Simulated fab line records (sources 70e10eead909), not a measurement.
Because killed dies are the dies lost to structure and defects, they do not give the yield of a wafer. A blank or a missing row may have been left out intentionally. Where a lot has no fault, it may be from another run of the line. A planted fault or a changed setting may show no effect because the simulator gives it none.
Comparing a struck lot with a sound one :: flow nand harc :: 14 steps out of a route of 1159
Sound: wafers L940.3, L940.4, L940.6. Struck: wafer L944.1 (left out: L944.4, L944.6 of the same lot, which were not struck); the cause appears at the end.
Per side, at each step with rows, come the tool, then ch with its chambers, and then its first start. Under that, the readings that differ: sound wafers :: struck wafers :: difference of the means :: sigmas: that difference in standard deviations of wafers without a fault.
alike: a reading whose means differ by less than 2 such deviations, as well as words and numbers matching on both sides. not compared: withheld readings; readings where some wafer has no value; bounds like >300 that might hide an equal value; numbers whose values overlap and for which the record gives no deviation.
Wherever a step has rows on one side only, a row that says differs or no value, or a row with sigmas, the two part there. Numbers that don't overlap but have no deviation are shown without sigmas and don't part them. Lack of a reading on every wafer of one side parts them only where that side has two or more wafers.

first, 1 step without rows for these wafers: NHARC_A_ONON_D1_DEP_06 (target thk 1000 nm).
NHARC_A_ONON_D1_THK_MEAS_08: measures by ellipsometry.
  sound on film metro-02, day 9 05:40; struck on film metro-02, day 10 01:05
  alike: thk nm
next comes 1 step that has no rows for these wafers: NHARC_A_ONON_D1_DEP_09 (target thickness 1000 nm).
NHARC_A_ONON_D1_THK_MEAS_11: measures by ellipsometry.
  sound on film metro-01, day 9 06:14; struck on film metro-01, day 10 01:40
  alike: thk nm
next comes 1 step that has no rows for these wafers: NHARC_A_ONON_D1_DEP_12 (target thickness 1000 nm).
NHARC_A_ONON_D1_THK_MEAS_14: measures by ellipsometry.
  sound on film metro-01, day 9 06:47; struck on film metro-01, day 10 02:14
  alike: thk nm
then, 2 steps without rows for these wafers: NHARC_A_ONON_D1_ANNEAL_15 (time 3600 s); NHARC_A_ONON_D1_DEP_16 (target thk 1000 nm).
NHARC_A_ONON_D1_THK_MEAS_18: measures by ellipsometry.
  sound on film metro-02, day 9 16:20; struck on film metro-02, day 10 11:19
  alike: thk nm
next comes 1 step that has no rows for these wafers: NHARC_A_ONON_D1_DEP_19 (target thickness 1000 nm).
NHARC_A_ONON_D1_THK_MEAS_21: measures by ellipsometry.
  sound on film metro-02, day 9 16:55; struck on film metro-02, day 10 11:52
  alike: thk nm
NHARC_A_ONON_D1_DEP_22: target thk 1000 nm.
  sound on pecvd onon-02 ch 0, day 9 17:05; struck on pecvd onon-02 ch 0, day 10 11:55
NHARC_A_ONON_D1_THK_MEAS_24: measures by ellipsometry.
  sound on film metro-01, day 9 17:29; struck on film metro-01, day 10 12:26
reading: thk nm (nm)
sound: 1001 1001 1003
struck: 951
difference: -51
sigmas: -5
next comes 1 step that has no rows for these wafers: NHARC_A_ONON_D1_DEP_25 (target thickness 1000 nm).

## WHERE THEY PART
At NHARC_A_ONON_D1_THK_MEAS_24 and nowhere else, as far as this record goes.

WHY: what had been put in by the simulator
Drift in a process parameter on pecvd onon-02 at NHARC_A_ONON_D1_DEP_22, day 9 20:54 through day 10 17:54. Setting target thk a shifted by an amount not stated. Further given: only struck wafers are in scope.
